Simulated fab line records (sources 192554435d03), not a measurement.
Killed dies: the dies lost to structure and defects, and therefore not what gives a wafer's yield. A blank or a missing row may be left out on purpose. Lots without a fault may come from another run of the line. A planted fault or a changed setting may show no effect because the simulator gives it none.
Chamber matching / flow n5-finfet / N5_DUMMY_GATE_ETCH_31 on rie-diel-03 has 4 sister chambers
The step etches SiO2 in C4F6/O2, target depth 82.5 nm, time 27.5 s. 4 wafers are shown with their chamber, then 7 later ones without.

WAFERS WITH THEIR CHAMBER
wafer=L086.3; chamber=2; drypump-motor-current-A (A)=4.8
wafer=L086.4; chamber=1; drypump-motor-current-A (A)=5.2
wafer=L093.1; chamber=3; drypump-motor-current-A (A)=5.1
wafer=L093.4; chamber=0; drypump-motor-current-A (A)=5.4

WAFERS MISSING THEIR CHAMBER
wafer=L093.6; drypump-motor-current-A (A)=5.1
wafer=L094.1; drypump-motor-current-A (A)=5.2
wafer=L094.2; drypump-motor-current-A (A)=5.3
wafer=L094.3; drypump-motor-current-A (A)=5.1
wafer=L096.1; drypump-motor-current-A (A)=5.3
wafer=L096.3; drypump-motor-current-A (A)=5.2
wafer=L096.5; drypump-motor-current-A (A)=5.1

CHAMBER TAKEN BY EACH
wafer=L093.6; from the rows above=can't be placed: 3 or 1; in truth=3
wafer=L094.1; from the rows above=can't be placed: 1 or 3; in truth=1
wafer=L094.2; from the rows above=can't be placed: 1 or 0 or 3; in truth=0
wafer=L094.3; from the rows above=can't be placed: 3 or 1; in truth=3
wafer=L096.1; from the rows above=can't be placed: 1 or 0 or 3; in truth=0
wafer=L096.3; from the rows above=can't be placed: 1 or 3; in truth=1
wafer=L096.5; from the rows above=can't be placed: 3 or 1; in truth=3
Placed correctly: 0 of 7. Not placeable from these rows: 7 (in 7, the candidates include the true chamber). Wrongly placed: 0.
How it was worked out, from the rows above alone: a wafer's distance from a chamber is the root of the sum, over the readings, of the square of ((its reading less the chamber's mean) divided by the reading's scatter). If the next closest chamber is less than 2 further off than the closest, the wafer can't be placed; otherwise it belongs to the closest. The mean given for a chamber averages the wafers shown for that chamber. The scatter: root of mean squared gap, hidden wafer to nearest shown wafer, with one shown wafer a chamber.
